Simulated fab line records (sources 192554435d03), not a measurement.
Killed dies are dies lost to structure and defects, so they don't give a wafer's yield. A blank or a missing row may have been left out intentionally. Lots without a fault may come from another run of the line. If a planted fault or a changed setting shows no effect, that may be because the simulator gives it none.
Matching of chambers	flow n5_finfet	N5_BEOL_M1_ETCH_74 on rie_diel-05: 4 sister chambers
The step etches underlayer in N2/H2, target depth 6.5 nm, time 5.2 s. 4 wafers are shown with their chamber, then 7 later ones without.

WAFERS PAIRED WITH THEIR CHAMBERS
wafer	chamber	drypump_motor_current_A (A)
L083.3	0	5.47
L089.1	3	5.98
L093.1	1	5.76
L093.2	2	5.34

WAFERS WHOSE CHAMBER IS MISSING
wafer	drypump_motor_current_A (A)
L093.5	5.75
L096.3	5.98
L096.5	5.97
L096.6	5.54
L097.2	5.77
L097.3	5.53
L097.5	5.75

EACH ONE'S CHAMBER
wafer	from the rows above	in truth
L093.5	1	1
L096.3	3	3
L096.5	3	3
L096.6	0	0
L097.2	1	1
L097.3	0	0
L097.5	1	1
Placed correctly: 7 of 7. Left unplaced by these rows: 0. 0 placed wrongly.
How it was worked out, from the rows above alone: a wafer's distance from a chamber is the root of the sum, over the readings, of the square of ((its reading less the chamber's mean) divided by the reading's scatter). The wafer belongs to the nearest chamber; if the next one is less than 2 further off, it can't be placed. For every chamber, the mean is computed from those of its wafers that are shown. The scatter: root of mean squared gap, hidden wafer to nearest shown wafer, with one shown wafer a chamber.
